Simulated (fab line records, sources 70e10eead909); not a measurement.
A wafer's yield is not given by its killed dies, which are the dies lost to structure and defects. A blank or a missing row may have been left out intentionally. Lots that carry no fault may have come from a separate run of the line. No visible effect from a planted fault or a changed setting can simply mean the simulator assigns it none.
fab line records	flow nand_harc
[record] lots = 24	wafers = 72	last_day = 34
route steps=1302 shown A_SOURCE_PLATE@423 A_ONON_D1@433 A_CHANNEL_HOLE_D1@450
lots with no fault: from the same line, run without faults
start_h: hours from the record's opening day to when the first of the lot's shown wafers began	wait_h: hours from the lot's prior step to this one	" identical to the entry in the row above	L1.1+2: a single row standing in for several wafers	- no value present, or no start provided	* or withheld: withheld	< > ~ a bound
route shown NAME@n: NAME is a module with steps in the file, n the number in the route of the first one	usual: mean and standard deviation over wafers with no fault	same: alike in all rows	chamber/n: place in a boat	sites: readings site by site	_std_site: standard deviation across them	_edge_site: outer sites' mean less inner sites'	radius_mm: how far each site lies from the wafer's centre	mask NAME#n: copy n	behind: tool/chamber where the wafer was last shaped	hold: what put the lot on hold/how long, in hours/how the hold closed	device: transistor that didn't switch, given as n, p or np	end of line: the tests these same wafers got at the end of their route	a step without rows: its recipe alone	killed: not the wafer's yield, but the dies lost to structure and defects at the first sort	map: the dies of a wafer, with x for killed, . for not killed, _ for no die there
set.NAME: the setting the step ran with; set.NAME@STEP: the setting that earlier step ran with	model.NAME: the simulator's own value behind a step, which no gauge read
one table for each step of the route and one row for each wafer, over a sample of lots
services: a tool's chamber out of use, with start hour (start_h, from the record's first day; less than 0 if before it), hours out, and reason
[[steps]]
[step NHARC_A_SOURCE_PLATE_INSPECT_08]
[usual] raw_defect_count = 67/21
lot.wafer	tool	chamber	start_h	wait_h	raw_defect_count
L074.2	defect_inspect-02	-	171.36	0.0	53
L074.3	"	-	"	"	129
L074.5	"	-	"	"	43
L076.1	defect_inspect-01	-	176.03	0.0	73
L076.2	"	-	"	"	57
L076.4	"	-	"	"	77
L075.1	defect_inspect-02	-	176.05	0.0	75
L075.4	"	-	"	"	56
L075.6	"	-	"	"	48
L077.2	defect_inspect-02	-	200.20	0.0	101
L077.3	"	-	"	"	50
L077.4	"	-	"	"	55
L078.1	defect_inspect-02	-	200.21	0.0	61
L078.3	"	-	"	"	60
L078.5	"	-	"	"	29
L080.1	defect_inspect-01	-	219.55	0.0	92
L080.2	"	-	"	"	58
L080.3	"	-	"	"	65
L079.1	defect_inspect-01	-	219.55	0.0	83
L079.2	"	-	"	"	58
L079.4	"	-	"	"	72
L081.3	defect_inspect-01	-	235.43	0.0	73
L081.4	"	-	"	"	82
L081.5	"	-	"	"	66
L082.1	defect_inspect-01	-	240.04	0.0	78
L082.4	"	-	"	"	77
L082.5	"	-	"	"	61
L083.2	defect_inspect-01	-	246.95	0.0	108
L083.3	"	-	"	"	89
L083.5	"	-	"	"	119
L084.1	defect_inspect-02	-	266.35	0.0	32
L084.2	"	-	"	"	31
L084.4	"	-	"	"	60
L085.1	defect_inspect-01	-	269.88	0.0	67
L085.4	"	-	"	"	72
L085.6	"	-	"	"	35
L086.1	defect_inspect-01	-	273.27	0.0	112
L086.3	"	-	"	"	90
L086.4	"	-	"	"	61
L087.1	defect_inspect-02	-	294.20	0.0	37
L087.3	"	-	"	"	43
L087.5	"	-	"	"	59
L089.1	defect_inspect-02	-	310.37	0.0	37
L089.4	"	-	"	"	73
L089.5	"	-	"	"	69
L088.4	defect_inspect-01	-	310.37	0.0	92
L088.5	"	-	"	"	55
L088.6	"	-	"	"	74
L090.2	defect_inspect-01	-	322.56	0.0	62
L090.4	"	-	"	"	73
L090.5	"	-	"	"	61
L091.2	defect_inspect-02	-	329.21	0.0	60
L091.4	"	-	"	"	98
L091.5	"	-	"	"	55
L092.2	defect_inspect-02	-	339.16	0.0	53
L092.5	"	-	"	"	70
L092.6	"	-	"	"	77
L093.4	defect_inspect-01	-	354.91	0.0	57
L093.5	"	-	"	"	47
L093.6	"	-	"	"	78
L094.2	defect_inspect-01	-	359.66	0.0	67
L094.3	"	-	"	"	56
L094.4	"	-	"	"	109
L095.1	defect_inspect-02	-	365.62	0.0	69
L095.2	"	-	"	"	46
L095.5	"	-	"	"	64
L096.1	defect_inspect-01	-	388.05	10.7	64
L096.2	"	-	"	"	61
L096.3	"	-	"	"	90
L097.3	defect_inspect-01	-	408.17	0.0	68
L097.5	"	-	"	"	40
L097.6	"	-	"	"	54
[step NHARC_A_ONON_D1_THK_MEAS_14]
[recipe] thk_meas_gauge = ellipsometry
[usual] thk_nm = 1001/9.9
lot.wafer	tool	chamber	start_h	wait_h	thk_nm
L074.2	film_metro-02	-	174.21	-	1000
L074.3	"	-	"	"	1000
L074.5	"	-	"	"	1001
L076.1	film_metro-02	-	178.87	-	1028
L076.2	"	-	"	"	1028
L076.4	"	-	"	"	1027
L075.1	film_metro-02	-	178.88	-	988
L075.4	"	-	"	"	988
L075.6	"	-	"	"	988
L077.2	film_metro-02	-	203.02	-	1011
L077.3	"	-	"	"	1013
L077.4	"	-	"	"	1013
L078.1	film_metro-01	-	203.05	-	1001
L078.3	"	-	"	"	1002
L078.5	"	-	"	"	1001
L079.1	film_metro-02	-	222.39	-	987
L079.2	"	-	"	"	986
L079.4	"	-	"	"	986
L080.1	film_metro-01	-	222.41	-	1001
L080.2	"	-	"	"	999
L080.3	"	-	"	"	1002
L081.3	film_metro-01	-	238.26	-	1012
L081.4	"	-	"	"	1009
L081.5	"	-	"	"	1009
L082.1	film_metro-02	-	242.89	-	1001
L082.4	"	-	"	"	1001
L082.5	"	-	"	"	1000
L083.2	film_metro-02	-	249.79	-	997
L083.3	"	-	"	"	997
L083.5	"	-	"	"	997
L084.1	film_metro-02	-	269.24	-	985
L084.2	"	-	"	"	985
L084.4	"	-	"	"	986
L085.1	film_metro-01	-	272.72	-	1015
L085.4	"	-	"	"	1014
L085.6	"	-	"	"	1014
L086.1	film_metro-02	-	276.11	-	1001
L086.3	"	-	"	"	1000
L086.4	"	-	"	"	999
L087.1	film_metro-01	-	297.05	-	997
L087.3	"	-	"	"	997
L087.5	"	-	"	"	998
L088.4	film_metro-02	-	313.20	-	1005
L088.5	"	-	"	"	1005
L088.6	"	-	"	"	1004
L089.1	film_metro-01	-	313.22	-	999
L089.4	"	-	"	"	999
L089.5	"	-	"	"	998
L090.2	film_metro-02	-	325.41	-	1012
L090.4	"	-	"	"	1011
L090.5	"	-	"	"	1012
L091.2	film_metro-01	-	332.05	-	1000
L091.4	"	-	"	"	1001
L091.5	"	-	"	"	1003
L092.2	film_metro-01	-	342.01	-	992
L092.5	"	-	"	"	994
L092.6	"	-	"	"	994
L093.4	film_metro-02	-	357.75	-	1013
L093.5	"	-	"	"	1013
L093.6	"	-	"	"	1012
L094.2	film_metro-02	-	362.50	-	1004
L094.3	"	-	"	"	1005
L094.4	"	-	"	"	1004
L095.1	film_metro-02	-	368.46	-	998
L095.2	"	-	"	"	997
L095.5	"	-	"	"	999
L096.1	film_metro-01	-	390.88	-	986
L096.2	"	-	"	"	987
L096.3	"	-	"	"	987
L097.3	film_metro-02	-	411.01	-	998
L097.5	"	-	"	"	994
L097.6	"	-	"	"	996
[step NHARC_A_ONON_D1_THK_MEAS_30]
[recipe] thk_meas_gauge = ellipsometry
[usual] thk_nm = 1001/7.6
lot.wafer	tool	chamber	start_h	wait_h	thk_nm
L074.2	film_metro-01	-	184.27	-	994
L074.3	"	-	"	"	994
L074.5	"	-	"	"	995
L075.1	film_metro-02	-	188.93	-	998
L075.4	"	-	"	"	999
L075.6	"	-	"	"	1000
L076.1	film_metro-01	-	189.23	-	1012
L076.2	"	-	"	"	1011
L076.4	"	-	"	"	1010
L077.2	film_metro-01	-	231.31	-	1004
L077.3	"	-	"	"	1002
L077.4	"	-	"	"	1002
L078.1	film_metro-02	-	231.32	-	996
L078.3	"	-	"	"	996
L078.5	"	-	"	"	994
L079.1	film_metro-01	-	231.44	-	1008
L079.2	"	-	"	"	1008
L079.4	"	-	"	"	1007
L080.1	film_metro-01	-	231.66	-	1011
L080.2	"	-	"	"	1008
L080.3	"	-	"	"	1011
L081.3	film_metro-01	-	248.29	-	1004
L081.4	"	-	"	"	1003
L081.5	"	-	"	"	1005
L082.1	film_metro-01	-	252.81	-	1003
L082.4	"	-	"	"	1001
L082.5	"	-	"	"	1003
L083.2	film_metro-01	-	263.59	-	1004
L083.3	"	-	"	"	1005
L083.5	"	-	"	"	1004
L084.1	film_metro-02	-	279.53	-	996
L084.2	"	-	"	"	996
L084.4	"	-	"	"	997
L085.1	film_metro-02	-	279.70	-	1008
L085.4	"	-	"	"	1009
L085.6	"	-	"	"	1010
L086.1	film_metro-01	-	286.22	-	1001
L086.3	"	-	"	"	999
L086.4	"	-	"	"	999
L087.1	film_metro-01	-	310.67	-	987
L087.3	"	-	"	"	985
L087.5	"	-	"	"	985
L089.1	film_metro-01	-	323.26	-	1002
L089.4	"	-	"	"	1002
L089.5	"	-	"	"	999
L088.4	film_metro-02	-	323.50	-	992
L088.5	"	-	"	"	994
L088.6	"	-	"	"	995
L090.2	film_metro-02	-	339.69	-	1010
L090.4	"	-	"	"	1011
L090.5	"	-	"	"	1008
L091.2	film_metro-01	-	339.69	-	988
L091.4	"	-	"	"	990
L091.5	"	-	"	"	989
L092.2	film_metro-02	-	352.10	-	993
L092.5	"	-	"	"	994
L092.6	"	-	"	"	992
L093.4	film_metro-02	-	367.85	-	1014
L093.5	"	-	"	"	1015
L093.6	"	-	"	"	1014
L094.2	film_metro-01	-	372.70	-	1006
L094.3	"	-	"	"	1006
L094.4	"	-	"	"	1006
L095.1	film_metro-01	-	378.55	-	995
L095.2	"	-	"	"	995
L095.5	"	-	"	"	995
L096.1	film_metro-02	-	401.04	-	1008
L096.2	"	-	"	"	1008
L096.3	"	-	"	"	1008
L097.3	film_metro-01	-	421.08	-	990
L097.5	"	-	"	"	991
L097.6	"	-	"	"	988
[step NHARC_A_CHANNEL_HOLE_D1_DEP_00]
[recipe] target_thk_a = 31000	temp_c = 400	material = aC
[usual] throttle_valve_pct = 35.000/0.0091
lot.wafer	tool	chamber	start_h	wait_h	throttle_valve_pct
L074.2	acl_dep-02	0	185.19	0.4	35.003
L074.3	"	0	"	"	35.007
L074.5	"	0	"	"	35.008
L075.1	acl_dep-03	0	191.46	2.0	34.993
L075.4	"	0	"	"	35.003
L075.6	"	0	"	"	35.014
L076.1	acl_dep-02	0	193.68	3.9	34.994
L076.2	"	0	"	"	34.998
L076.4	"	0	"	"	35.003
L078.1	acl_dep-03	0	232.67	0.8	35.002
L078.3	"	0	"	"	35.006
L078.5	"	0	"	"	34.999
L077.2	acl_dep-02	0	232.97	1.1	35.013
L077.3	"	0	"	"	34.997
L077.4	"	0	"	"	35.002
L079.1	acl_dep-01	0	234.42	2.3	35.008
L079.2	"	0	"	"	34.987
L079.4	"	0	"	"	34.986
L080.1	acl_dep-02	0	234.53	2.3	34.990
L080.2	"	0	"	"	35.000
L080.3	"	0	"	"	35.007
L081.3	acl_dep-03	0	251.88	3.1	35.013
L081.4	"	0	"	"	34.999
L081.5	"	0	"	"	34.987
L082.1	acl_dep-02	0	258.97	5.5	34.993
L082.4	"	0	"	"	35.007
L082.5	"	0	"	"	34.996
L083.2	acl_dep-03	0	265.68	1.5	35.012
L083.3	"	0	"	"	35.007
L083.5	"	0	"	"	34.998
L084.1	acl_dep-02	0	282.48	2.4	35.005
L084.2	"	0	"	"	35.006
L084.4	"	0	"	"	35.008
L085.1	acl_dep-01	0	282.55	2.2	34.992
L085.4	"	0	"	"	35.010
L085.6	"	0	"	"	34.995
L086.1	acl_dep-01	0	286.87	0.1	35.004
L086.3	"	0	"	"	35.000
L086.4	"	0	"	"	34.995
L087.1	acl_dep-02	0	311.42	0.2	34.993
L087.3	"	0	"	"	34.995
L087.5	"	0	"	"	35.009
L089.1	acl_dep-01	0	323.99	0.2	34.980
L089.4	"	0	"	"	35.001
L089.5	"	0	"	"	35.008
L088.4	acl_dep-02	0	326.33	2.3	35.002
L088.5	"	0	"	"	35.016
L088.6	"	0	"	"	34.993
L091.2	acl_dep-01	0	340.63	0.4	35.009
L091.4	"	0	"	"	35.001
L091.5	"	0	"	"	35.006
L090.2	acl_dep-02	0	340.77	0.4	34.999
L090.4	"	0	"	"	34.991
L090.5	"	0	"	"	35.014
L092.2	acl_dep-03	0	353.15	0.4	34.994
L092.5	"	0	"	"	34.987
L092.6	"	0	"	"	34.998
L093.4	acl_dep-03	0	375.06	6.7	34.990
L093.5	"	0	"	"	34.984
L093.6	"	0	"	"	34.989
L094.2	acl_dep-03	0	378.16	4.9	34.995
L094.3	"	0	"	"	35.010
L094.4	"	0	"	"	34.997
L095.1	acl_dep-03	0	388.15	0.1	34.991
L095.2	"	0	"	"	35.005
L095.5	"	0	"	"	35.007
L096.1	acl_dep-02	0	401.65	0.1	35.007
L096.2	"	0	"	"	34.986
L096.3	"	0	"	"	34.989
L097.3	acl_dep-01	0	422.46	0.7	34.991
L097.5	"	0	"	"	35.002
L097.6	"	0	"	"	35.009
[step NHARC_A_CHANNEL_HOLE_D1_OVL_MEAS_11]
[usual] overlay_x_nm = -0.1/0.69	overlay_y_nm = 0.0/0.87
lot.wafer	tool	chamber	start_h	wait_h	overlay_x_nm	overlay_y_nm
L074.2	overlay-01	-	187.48	-	0.0	0.8
L074.3	"	-	"	"	0.2	0.4
L074.5	"	-	"	"	-0.6	0.6
L075.1	overlay-02	-	194.18	-	-0.3	0.4
L075.4	"	-	"	"	-0.2	0.0
L075.6	"	-	"	"	-0.1	-0.1
L076.1	overlay-01	-	196.30	-	0.7	-0.1
L076.2	"	-	"	"	0.3	0.2
L076.4	"	-	"	"	1.1	0.4
L077.2	overlay-02	-	235.24	-	-0.1	-0.9
L077.3	"	-	"	"	0.1	-0.8
L077.4	"	-	"	"	-0.2	-0.6
L078.1	overlay-01	-	235.37	-	-0.7	-0.5
L078.3	"	-	"	"	-0.9	-0.8
L078.5	"	-	"	"	-1.0	-0.8
L079.1	overlay-02	-	237.16	-	-0.5	1.7
L079.2	"	-	"	"	-1.0	1.5
L079.4	"	-	"	"	-1.1	1.8
L080.1	overlay-01	-	237.34	-	-0.4	0.4
L080.2	"	-	"	"	0.2	0.3
L080.3	"	-	"	"	-0.3	0.8
L081.3	overlay-02	-	253.85	-	-0.3	-0.7
L081.4	"	-	"	"	1.0	-1.0
L081.5	"	-	"	"	0.9	-0.2
L082.1	overlay-01	-	261.60	-	0.3	0.6
L082.4	"	-	"	"	0.5	0.3
L082.5	"	-	"	"	0.3	0.3
L083.2	overlay-02	-	268.08	-	1.0	-0.8
L083.3	"	-	"	"	0.6	-0.7
L083.5	"	-	"	"	0.6	-0.5
L084.1	overlay-01	-	285.22	-	-0.4	-1.1
L084.2	"	-	"	"	-0.2	-0.5
L084.4	"	-	"	"	-0.3	-0.1
L085.1	overlay-02	-	285.40	-	1.0	0.9
L085.4	"	-	"	"	0.7	0.7
L085.6	"	-	"	"	0.7	0.4
L086.1	overlay-02	-	289.65	-	0.6	1.2
L086.3	"	-	"	"	0.8	1.6
L086.4	"	-	"	"	0.5	0.8
L087.1	overlay-02	-	314.07	-	-0.5	-0.2
L087.3	"	-	"	"	-0.3	-0.1
L087.5	"	-	"	"	-0.4	-0.3
L089.1	overlay-02	-	326.73	-	0.1	0.3
L089.4	"	-	"	"	0.0	0.4
L089.5	"	-	"	"	-0.4	0.1
L088.4	overlay-02	-	327.99	-	0.7	0.5
L088.5	"	-	"	"	0.6	0.8
L088.6	"	-	"	"	0.1	1.0
L091.2	overlay-01	-	343.49	-	-0.9	0.4
L091.4	"	-	"	"	-0.9	1.0
L091.5	"	-	"	"	-0.8	1.0
L090.2	overlay-02	-	343.64	-	-0.9	0.4
L090.4	"	-	"	"	-1.6	0.8
L090.5	"	-	"	"	-0.4	0.6
L092.2	overlay-01	-	355.56	-	-0.3	-0.4
L092.5	"	-	"	"	-0.3	-0.6
L092.6	"	-	"	"	-0.2	-0.9
L093.4	overlay-01	-	376.73	-	-0.9	-1.5
L093.5	"	-	"	"	-1.4	-1.5
L093.6	"	-	"	"	-0.9	-1.6
L094.2	overlay-01	-	380.52	-	-1.5	0.6
L094.3	"	-	"	"	-0.9	0.5
L094.4	"	-	"	"	-0.8	0.5
L095.1	overlay-01	-	390.76	-	0.0	-1.7
L095.2	"	-	"	"	-0.8	-1.5
L095.5	"	-	"	"	-1.0	-1.6
L096.1	overlay-01	-	404.40	-	-0.8	0.1
L096.2	"	-	"	"	-0.8	0.3
L096.3	"	-	"	"	-0.7	0.4
L097.3	overlay-01	-	424.55	-	0.2	-1.3
L097.5	"	-	"	"	0.0	-0.8
L097.6	"	-	"	"	-0.1	-0.9
[step NHARC_A_CHANNEL_HOLE_D1_ETCH_22]
[recipe] bias_v = 3000	source_w = withheld	pressure_mtorr = 20	time_s = 666.7	ar_flow_sccm = 375	c4f8_flow_sccm = 89.3	o2_flow_sccm = 35.7	temp_c = -20	target_depth_a = 16000	chemistry = C4F8/O2/Ar
[usual] drypump_motor_current_A = 5.8/0.41	o2_flow_sccm = 35.70/0.11	showerhead_plenum_p_Torr = 3.69/0.094	throttle_valve_pct = 32.156/0.0092
lot.wafer	tool	chamber	start_h	wait_h	drypump_motor_current_A	o2_flow_sccm	rf_hours_counter_h	showerhead_plenum_p_Torr	throttle_valve_pct
L074.2	har_etch-02	0	189.72	0.4	6.2	35.85	288	3.56	32.153
L074.3	"	0	"	"	6.2	35.72	-	3.56	32.160
L074.5	"	0	"	"	6.2	35.74	-	3.56	32.154
L075.1	har_etch-01	1	199.74	0.4	5.9	35.64	96	3.73	32.157
L075.4	"	0	"	"	5.9	35.59	-	3.71	32.138
L075.6	"	0	"	"	5.9	35.65	-	3.71	32.147
L076.1	har_etch-02	1	202.12	0.4	5.1	35.52	300	3.76	32.154
L076.2	"	0	"	"	6.2	35.80	300	3.56	32.173
L076.4	"	1	"	"	5.1	35.67	-	3.76	32.166
L077.2	har_etch-01	0	237.64	0.4	5.9	35.87	115	3.70	32.151
L077.3	"	1	"	"	5.9	35.74	-	3.72	32.159
L077.4	"	0	"	"	5.9	35.74	-	3.70	32.149
L078.1	har_etch-02	1	241.01	0.4	5.1	35.53	319	3.75	32.144
L078.3	"	1	"	"	5.1	35.53	-	3.75	32.156
L078.5	"	0	"	"	6.2	35.62	-	3.55	32.166
L079.2	har_etch-01	0	241.70	0.4	5.9	35.69	119	3.70	32.159
L079.1	"	1	"	"	5.9	35.70	119	3.71	32.166
L079.4	"	0	"	"	5.9	35.81	-	3.70	32.160
L080.1	har_etch-02	0	245.08	0.4	6.2	35.83	323	3.54	32.172
L080.2	"	1	"	"	5.2	35.83	323	3.75	32.153
L080.3	"	1	"	"	5.2	35.70	-	3.75	32.166
L081.3	har_etch-01	1	256.19	0.4	5.9	35.63	-	3.71	32.151
L081.4	"	0	"	"	5.9	35.67	-	3.70	32.145
L081.5	"	1	"	"	5.9	35.70	-	3.71	32.158
L082.1	har_etch-01	0	264.26	0.4	5.9	35.71	131	3.70	32.161
L082.4	"	1	"	"	5.9	35.69	-	3.71	32.155
L082.5	"	1	"	"	5.9	35.71	-	3.71	32.148
L083.2	har_etch-02	0	274.10	0.4	6.3	35.77	342	3.53	32.143
L083.3	"	0	"	"	6.3	35.72	-	3.53	32.158
L083.5	"	0	"	"	6.2	35.82	-	3.53	32.160
L084.1	har_etch-02	0	287.37	0.4	6.3	35.61	349	3.53	32.151
L084.2	"	1	"	"	5.1	35.62	349	3.74	32.169
L084.4	"	1	"	"	5.2	35.59	-	3.74	32.159
L085.1	har_etch-01	1	287.78	0.4	5.9	35.73	150	3.70	32.157
L085.4	"	1	"	"	5.9	35.66	-	3.70	32.157
L085.6	"	1	"	"	5.9	35.75	-	3.70	32.165
L086.1	har_etch-01	1	291.87	0.4	5.9	35.58	153	3.70	32.157
L086.3	"	1	"	"	5.9	35.58	-	3.70	32.167
L086.4	"	0	"	"	5.9	35.62	-	3.68	32.143
L087.1	har_etch-02	0	318.44	0.4	6.2	35.75	365	3.52	32.143
L087.3	"	1	"	"	5.2	35.52	-	3.73	32.151
L087.5	"	1	"	"	5.1	35.67	-	3.73	32.174
L089.1	har_etch-01	0	329.70	0.4	5.9	35.79	169	3.67	32.156
L089.4	"	0	"	"	5.9	35.67	-	3.67	32.154
L089.5	"	0	"	"	5.9	35.81	-	3.67	32.164
L088.4	har_etch-02	0	330.33	0.4	6.2	35.67	-	3.52	32.141
L088.5	"	0	"	"	6.2	35.76	-	3.52	32.156
L088.6	"	1	"	"	5.1	35.79	-	3.72	32.154
L091.2	har_etch-01	0	345.73	0.4	5.9	35.70	176	3.67	32.181
L091.4	"	1	"	"	5.9	35.79	-	3.68	32.146
L091.5	"	1	"	"	5.9	35.71	-	3.68	32.160
L090.2	har_etch-02	0	347.54	0.4	6.2	35.88	380	3.52	32.170
L090.4	"	1	"	"	5.1	35.71	-	3.72	32.163
L090.5	"	0	"	"	6.3	35.79	-	3.51	32.144
L092.2	har_etch-01	0	358.75	0.4	5.9	35.62	188	3.66	32.148
L092.5	"	1	"	"	5.9	35.82	-	3.68	32.138
L092.6	"	0	"	"	5.9	35.70	-	3.66	32.136
L093.4	har_etch-01	1	390.42	0.4	5.9	35.85	-	3.67	32.167
L093.6	"	1	"	"	5.9	35.59	-	3.67	32.157
L093.5	"	0	"	"	5.9	35.78	-	3.66	32.155
L094.2	har_etch-02	1	395.64	0.4	5.1	35.65	1	3.71	32.157
L094.3	"	0	"	"	6.2	35.65	-	3.93	32.156
L094.4	"	1	"	"	5.1	35.87	-	3.71	32.156
L095.1	har_etch-01	0	402.42	0.4	5.9	35.62	211	3.65	32.157
L095.2	"	1	"	"	5.9	35.81	211	3.66	32.140
L095.5	"	0	"	"	5.9	35.63	-	3.65	32.153
L096.1	har_etch-02	0	406.55	0.4	6.3	35.71	8	3.93	32.163
L096.2	"	1	"	"	5.1	35.62	8	3.70	32.158
L096.3	"	0	"	"	6.2	35.71	-	3.93	32.150
L097.3	har_etch-02	1	426.90	0.4	5.1	35.54	-	3.70	32.141
L097.6	"	1	"	"	5.1	35.51	-	3.70	32.157
L097.5	"	0	"	"	6.2	35.63	-	3.92	32.147
[[services]]
tool	chamber	start_h	hours	kind
acl_dep-01	-	189.11	13.0	pm
acl_dep-02	-	244.09	13.0	pm
acl_dep-03	-	304.64	13.0	pm
acl_dep-01	-	370.98	13.0	pm
har_etch-02	-	377.67	17.0	pm
har_etch-02	0	377.67	17.0	vent_cycle
har_etch-02	1	377.67	17.0	vent_cycle
har_etch-02	0	394.67	-	clean
har_etch-02	0	394.67	-	consumable_replace:focus_ring
har_etch-02	0	394.67	-	consumable_replace:showerhead
har_etch-02	1	394.67	-	clean
har_etch-02	1	394.67	-	consumable_replace:focus_ring
acl_dep-01	-	397.04	3.2	repair
acl_dep-02	-	426.81	13.0	pm
[[key]]
fault none
